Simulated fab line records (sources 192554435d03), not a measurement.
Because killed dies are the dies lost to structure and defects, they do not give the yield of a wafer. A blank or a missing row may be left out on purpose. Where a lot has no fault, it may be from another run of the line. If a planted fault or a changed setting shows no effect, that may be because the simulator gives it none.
Split-lot study	flow n5_finfet	on a route of 1938 steps: 7 lots, 21 wafers read

== SPLIT DETAILS ==
At N5_DUMMY_GATE_ETCH_37 (etches SOC in N2/H2, target depth 60 nm, overetch 30 nm), the setting source_w was moved away from the recipe's 840 W on 6 of the 21 wafers read, by -12.4% to +14.1%. All remaining wafers had this setting at the recipe value.

The reading is taken at the split's own step.

== THE READING ==
rf_vpp_V, in V, at N5_DUMMY_GATE_ETCH_37 (etches SOC in N2/H2, target depth 60 nm, overetch 30 nm). On this fab line, fault-free wafers typically give 523.4 V with a standard deviation of 3 V.

wafer	tool, chamber at the split	source_w as run, W	against the recipe	rf_vpp_V, V	against lot-mates on the recipe
L076.2	rie_diel-03, 3	840	recipe	521.3	-
L076.5	rie_diel-03, 2	840	recipe	523.2	-
L076.6	rie_diel-03, 3	840	recipe	521.5	-
L077.1	rie_diel-06, 1	840	recipe	527.4	-
L077.3	rie_diel-06, 0	740.8	-11.8%	542.7	+18.8
L077.5	rie_diel-06, 0	840	recipe	520.4	-
L083.3	rie_diel-03, 0	840	recipe	526.4	-
L083.5	rie_diel-03, 3	958.8	+14.1%	498.6	-27.8
L083.6	rie_diel-03, 0	958.8	+14.1%	503.9	-22.5
L084.2	rie_diel-02, 1	840	recipe	522.6	-
L084.5	rie_diel-02, 3	840	recipe	525.4	-
L084.6	rie_diel-02, 0	840	recipe	518.1	-
L088.4	rie_diel-06, 1	928.3	+10.5%	509.3	-13.3
L088.5	rie_diel-06, 0	840	recipe	518.5	-
L088.6	rie_diel-06, 1	840	recipe	526.8	-
L095.2	rie_diel-06, 1	735.7	-12.4%	551.9	+32.2
L095.5	rie_diel-06, 3	735.7	-12.4%	546.7	+27.0
L095.6	rie_diel-06, 0	840	recipe	519.7	-
L097.3	rie_diel-03, 1	840	recipe	528.3	-
L097.4	rie_diel-03, 3	840	recipe	519.5	-
L097.5	rie_diel-03, 1	840	recipe	527.5	-

FIT RESULTS
A straight line over all 21 wafers: rf_vpp_V changes by -1.72 V for each +1% of source_w; r = -0.96; the points scatter about the line by 3.8 V.
The same after taking each lot's own level away (the mean of its wafers on the recipe; 21 wafers): -1.89 V for each +1%; r = -0.96; scatter 3.9 V.
On that fit, the largest move of source_w shifts the reading by 27 V.
The lots' own levels span 519.70 to 526.40 V, that is 2.2 times the standard deviation above.
The two slopes are in agreement: the lot-to-lot level therefore moves the slope only a little.
Check: -25.2 V against its lot-mates is what the line predicts for one of the wafers moved furthest among these (+14.1%) when that wafer is left out of the fit. It came out at -27.8 V against them.
Tool readings at the split's step, against how far the setting was moved: rf_vpp_V r = -0.96.

== THESE WAFERS: OTHER SPLITS ==
Other splits were also applied to these wafers ahead of the reading. Each is held against what the fit with the lots' levels taken away leaves over:
other split on the same wafers	wafers away from the commonest value	r with rf_vpp_V (lot level and that fit taken away)
N5_PMOS_HMC_CHANNEL_EPI_PEB_07 peb_temp_c	4	-0.02
N5_FIN_SAQP_SPACER2_ALD_28 temp_c	5	-0.08
N5_FIN_CUT_CUT_ETCH_15 time_s	6	+0.63
N5_DUMMY_GATE_COAT_09 spin_rpm	5	-0.28

== THE FILE'S OWN FIT ==
rf_vpp_V changes by -1.8 V for each +1% of source_w, r = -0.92.
